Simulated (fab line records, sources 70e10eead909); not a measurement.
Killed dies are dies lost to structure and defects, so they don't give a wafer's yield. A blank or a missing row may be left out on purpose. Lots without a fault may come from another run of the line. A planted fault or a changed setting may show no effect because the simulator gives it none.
Problem report in the 8D (eight disciplines) form, filled by code | flow nand_harc | the parts of the form that need people (team, actions taken, sign-off) are left out

1. THE PROBLEM
killed_at_array at NHARC_END_SORT_01 reads a mean of 137 on 2 wafers of 2 lots; wafers without a fault read 27 with a standard deviation of 9.9. That is +11 standard deviations from the usual mean.
First seen on wafer L183.3, day 22 22:39, on prober-01. The record holds 6 wafers of 2 lots with a number at this step. Rule for "out", or "out of limits": more than 4 standard deviations from the usual mean. The other wafers with a number count as sound.

2. WHAT IT IS AND WHAT IT IS NOT
question                    | is                           | is not
which readings at this step | killed_at_array, killed_dies | killed_at_other, killed_at_periphery, killed_open, killed_short
which lots                  | L183, L184                   | -
which wafers of those lots  | L183.3, L184.6               | L183.4, L183.5, L184.2, L184.4
read on which gauges        | prober-01, prober-02         | -
when                        | from day 22 22:39            | up to then (0 sound wafers); but 4 sound wafers of L183, L184 came after

3. SUSPECTS, AND WHAT RULES EACH OUT
Counting: a tool at a process step up to the reading stays a suspect if it ran every lot that is out. Sound lots after the first of them don't rule it out here, since some wafers of a struck lot are sound.
- the gauge at NHARC_END_SORT_01: ruled out. The wafers that are out were read on 2 gauges (prober-01, prober-02).
- har_cap_etch-01 at NHARC_A_CONTACT_ETCH_118 (etches the open film in C4F8/O2/Ar, time 94 s, target depth 922 nm): kept. It ran every lot that is out, first L183 (day 19 23:11).
- plasma_asher-01 at NHARC_THIN_TSV_STRIP_45 (strips in O2): kept. It ran every lot that is out, first L183 (day 22 05:39).
- pvd_sputter-03 at NHARC_THIN_TSV_PVD_51 (deposits Cu, target thk 100 nm): kept. It ran every lot that is out, first L183 (day 22 22:39). NHARC_THIN_TSV_PVD_51 gives no start for some lots, so the hours and the order of its lots are those of NHARC_END_SORT_01.
- Within har_cap_etch-01 at NHARC_A_CONTACT_ETCH_118: the wafers that are out ran in chamber 0; their sound lot-mates ran in chamber 1.
Left after counting: har_cap_etch-01 at NHARC_A_CONTACT_ETCH_118, plasma_asher-01 at NHARC_THIN_TSV_STRIP_45, pvd_sputter-03 at NHARC_THIN_TSV_PVD_51.

4. THE CAUSE (what the simulator had put in)
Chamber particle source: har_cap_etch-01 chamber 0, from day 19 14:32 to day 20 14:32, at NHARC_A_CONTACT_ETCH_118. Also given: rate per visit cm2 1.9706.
Counting left 3 suspects, and this tool is among them.

5. THE CHAIN OF EFFECTS, in route order
Each row: a reading whose mean over the struck wafers that have a number lies more than 3 standard deviations from the usual. Only readings for which the record gives a usual standard deviation are gone through. hours: the time from each lot's start at the first step in this table that gives one to its start at this step, as a median over the lots. sigmas: the change in usual standard deviations.
hours | step              | reading         | usual | on struck wafers | change | sigmas
0     | NHARC_END_SORT_01 | killed_at_array | 27    | 137              | +110   | +11
0     | NHARC_END_SORT_01 | killed_dies     | 31    | 141              | +110   | +11

6. WHAT WOULD HAVE CAUGHT IT SOONER
In this record the first reading out of limits at a measuring or inspecting step was taken at day 22 22:39, 80 hours after the fault began at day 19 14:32.
All the lots that are out (2) had begun NHARC_A_CONTACT_ETCH_118 on har_cap_etch-01 by day 22 22:39. A hold on the tool at that time would have spared none of them.
